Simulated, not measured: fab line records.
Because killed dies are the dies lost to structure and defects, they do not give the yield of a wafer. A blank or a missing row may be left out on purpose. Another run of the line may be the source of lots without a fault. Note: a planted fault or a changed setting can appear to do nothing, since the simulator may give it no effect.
2 desks, one fault + flow n5Finfet + only its own numbers are on each desk; what lay behind them is given at the end

## THE TOOL OWNER'S DESK: rieSi-06
The tool's own readings at N5_BEOL_M0_SAQP_ETCH_102 (etches SiO2 in CF4, target depth 4 nm, time 4.4 s): means of the sampled wafers that have a number, for each lot that ran on this tool. Any lot whose mean is over 4 standard deviations away from the usual mean is out of limits and marked OUT; that distance is given in the brackets.
Columns: A = drypumpMotorCurrentA at N5_BEOL_M0_SAQP_ETCH_102, usual 5.7 A; B = oesProductAu at N5_BEOL_M0_SAQP_ETCH_102, usual 0.994 a.u.; C = throttleValvePct at N5_BEOL_M0_SAQP_ETCH_102, usual 21.69 %
| lot  | first seen here | A   | B                | C     |
|------|-----------------|-----|------------------|-------|
| L135 | day 6 12:04     | 5.6 | 0.990            | 21.54 |
| L138 | day 6 13:01     | 6.0 | 0.971            | 21.72 |
| L141 | day 7 06:19     | 5.6 | 0.991            | 21.54 |
| L146 | day 8 19:03     | 5.5 | 0.937            | 21.34 |
| L147 | day 9 01:31     | 5.9 | 0.894 (-4.3) OUT | 21.69 |
This desk finds L147 out of limits, L147 being first, at day 9 01:31 (oesProductAu at N5_BEOL_M0_SAQP_ETCH_102). L135, L138, L141, L146 stayed within limits.

## AT THE METROLOGY DESK
What the gauges read, lot by lot, whatever tool the lot ran on: means of the sampled wafers that have a number. Any lot whose mean is over 4 standard deviations away from the usual mean is out of limits and marked OUT; that distance is given in the brackets. Readings shown: 7 of its 11, picked as those furthest out on some lot.
Columns: A = DIBL_N at N5_BEOL_M4_RC_MEAS_101, usual 36.5 mV/V; B = DIBL_P at N5_BEOL_M4_RC_MEAS_101, usual 36.5 mV/V; C = IOFF_N at N5_BEOL_M4_RC_MEAS_101, usual 0.16 nA/um; D = IOFF_P at N5_BEOL_M4_RC_MEAS_101, usual 0.21 nA/um; E = SS_N at N5_BEOL_M4_RC_MEAS_101, usual 71.6 mV/dec; F = SS_P at N5_BEOL_M4_RC_MEAS_101, usual 73.4 mV/dec; G = VT_P at N5_BEOL_M4_RC_MEAS_101, usual -250.5 mV
| lot  | first seen here | A    | B    | C    | D    | E    | F    | G      |
|------|-----------------|------|------|------|------|------|------|--------|
| L135 | day 6 14:49     | 38.5 | 38.7 | 0.18 | 0.23 | 72.2 | 74.7 | -247.8 |
| L137 | day 6 14:59     | 35.7 | 35.9 | 0.16 | 0.20 | 71.5 | 73.6 | -252.0 |
| L138 | day 6 15:11     | 38.9 | 38.5 | 0.21 | 0.26 | 71.9 | 74.1 | -248.9 |
| L139 | day 7 00:16     | 33.4 | 33.6 | 0.12 | 0.17 | 70.3 | 72.6 | -252.8 |
| L141 | day 7 09:28     | 37.3 | 37.4 | 0.16 | 0.21 | 72.5 | 73.2 | -249.6 |
| L146 | day 8 22:20     | 39.0 | 37.6 | 0.22 | 0.27 | 72.5 | 74.4 | -247.7 |
| L147 | day 9 03:41     | 37.0 | 37.1 | 0.18 | 0.22 | 72.6 | 73.3 | -249.4 |
| L153 | day 10 08:49    | 35.5 | 36.7 | 0.17 | 0.21 | 71.5 | 73.1 | -251.4 |
| L156 | day 11 07:12    | 37.8 | 40.0 | 0.22 | 0.27 | 72.1 | 74.1 | -245.0 |
| L157 | day 11 17:50    | 38.7 | 40.7 | 0.21 | 0.22 | 72.3 | 74.7 | -250.4 |
This desk found nothing out of limits on any of the 10 lots.

## PUT TOGETHER
At day 9 01:31, on L147, the tool owner's desk was in a position to raise an alarm.
Nothing out of limits was seen by the metrology desk.
The metrology desk holds a record of L147, inside its limits.
Every lot named ran N5_BEOL_M0_SAQP_ETCH_102 on rieSi-06.

## WHAT THE SIMULATOR PUT IN
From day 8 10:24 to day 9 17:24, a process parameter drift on rieSi-06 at N5_BEOL_M0_SAQP_ETCH_102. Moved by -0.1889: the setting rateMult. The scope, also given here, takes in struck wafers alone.
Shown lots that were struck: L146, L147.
How many hours passed from the start of the fault until each desk's first out-of-limits reading: the tool owner's desk, 15.
